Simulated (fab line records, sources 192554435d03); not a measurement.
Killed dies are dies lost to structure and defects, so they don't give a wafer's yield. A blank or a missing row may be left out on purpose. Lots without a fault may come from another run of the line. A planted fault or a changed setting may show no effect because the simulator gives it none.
Chamber matching | flow n5_finfet | N5_BEOL_M3_VIA_ETCH_34 on rie_diel-04: 4 sister chambers
The step etches the open film in C4F6/O2, target depth 69.4 nm, time 65.9 s. 22 wafers are shown with their chamber, then 11 later ones without.

WAFERS WITH THEIR CHAMBER
wafer  | chamber | showerhead_plenum_p_Torr (Torr) | drypump_motor_current_A (A) | throttle_valve_pct (%)
L075.1 | 2       | 2.81                            | 6.1                         | 30.76
L075.3 | 2       | 2.81                            | 6.1                         | 30.78
L075.6 | 2       | 2.81                            | 6.1                         | 30.77
L077.1 | 2       | 2.81                            | 6.1                         | 30.78
L077.3 | 0       | 2.96                            | 5.4                         | 30.99
L077.6 | 0       | 2.96                            | 5.4                         | 31.01
L079.1 | 1       | 2.92                            | 5.4                         | 30.93
L079.4 | 0       | 2.96                            | 5.3                         | 31.01
L079.6 | 0       | 2.96                            | 5.3                         | 30.99
L081.1 | 0       | 2.96                            | 5.4                         | 30.99
L081.2 | 2       | 2.81                            | 6.1                         | 30.78
L081.5 | 0       | 2.96                            | 5.4                         | 31.00
L083.4 | 0       | 2.95                            | 5.4                         | 31.03
L083.5 | 3       | 2.69                            | 6.7                         | 30.36
L083.6 | 2       | 2.80                            | 6.1                         | 30.80
L084.2 | 2       | 2.80                            | 6.1                         | 30.78
L084.4 | 0       | 2.95                            | 5.4                         | 31.02
L084.5 | 1       | 2.91                            | 5.4                         | 30.93
L086.1 | 2       | 2.80                            | 6.1                         | 30.79
L086.2 | 3       | 2.69                            | 6.8                         | 30.38
L086.3 | 1       | 2.91                            | 5.4                         | 30.95
L088.1 | 2       | 2.80                            | 6.1                         | 30.79

SIGNATURES (means of the wafers above)
reading                  | chamber 0 | chamber 1 | chamber 2 | chamber 3 | scatter within a chamber
showerhead_plenum_p_Torr | 2.9575    | 2.9133    | 2.8056    | 2.6900    | 0.00494
drypump_motor_current_A  | 5.375     | 5.400     | 6.100     | 6.750     | 0.0333
throttle_valve_pct       | 31.0050   | 30.9367   | 30.7811   | 30.3700   | 0.0132
Rule: a wafer's distance from a chamber is the root of the sum, over the readings, of the square of ((its reading less the chamber's mean) divided by the reading's scatter). The wafer belongs to the nearest chamber; if the next one is less than 2 further off, it can't be placed. The scatter: the root of (the sum of the squares of (reading less its chamber's mean) over the shown wafers, divided by (wafers less chambers)).

WAFERS WITHOUT THEIR CHAMBER
wafer  | showerhead_plenum_p_Torr (Torr) | drypump_motor_current_A (A) | throttle_valve_pct (%)
L088.4 | 2.91                            | 5.4                         | 30.94
L088.6 | 2.95                            | 5.4                         | 31.01
L089.2 | 2.69                            | 6.8                         | 30.39
L089.3 | 2.91                            | 5.4                         | 30.95
L089.5 | 2.95                            | 5.4                         | 31.04
L092.2 | 2.95                            | 5.4                         | 31.03
L092.3 | 2.69                            | 6.7                         | 30.39
L092.5 | 2.91                            | 5.4                         | 30.95
L097.2 | 2.94                            | 5.3                         | 31.03
L097.3 | 2.79                            | 6.1                         | 30.61
L097.4 | 2.90                            | 5.4                         | 30.96

WHICH CHAMBER EACH WENT THROUGH
wafer  | from the rows above | in truth
L088.4 | 1                   | 1
L088.6 | 0                   | 0
L089.2 | 3                   | 3
L089.3 | 1                   | 1
L089.5 | 0                   | 0
L092.2 | 0                   | 0
L092.3 | 3                   | 3
L092.5 | 1                   | 1
L097.2 | 0                   | 0
L097.3 | 2                   | 2
L097.4 | 1                   | 1
Placed correctly: 11 of 11. Can't be placed from these rows: 0. Placed wrongly: 0.
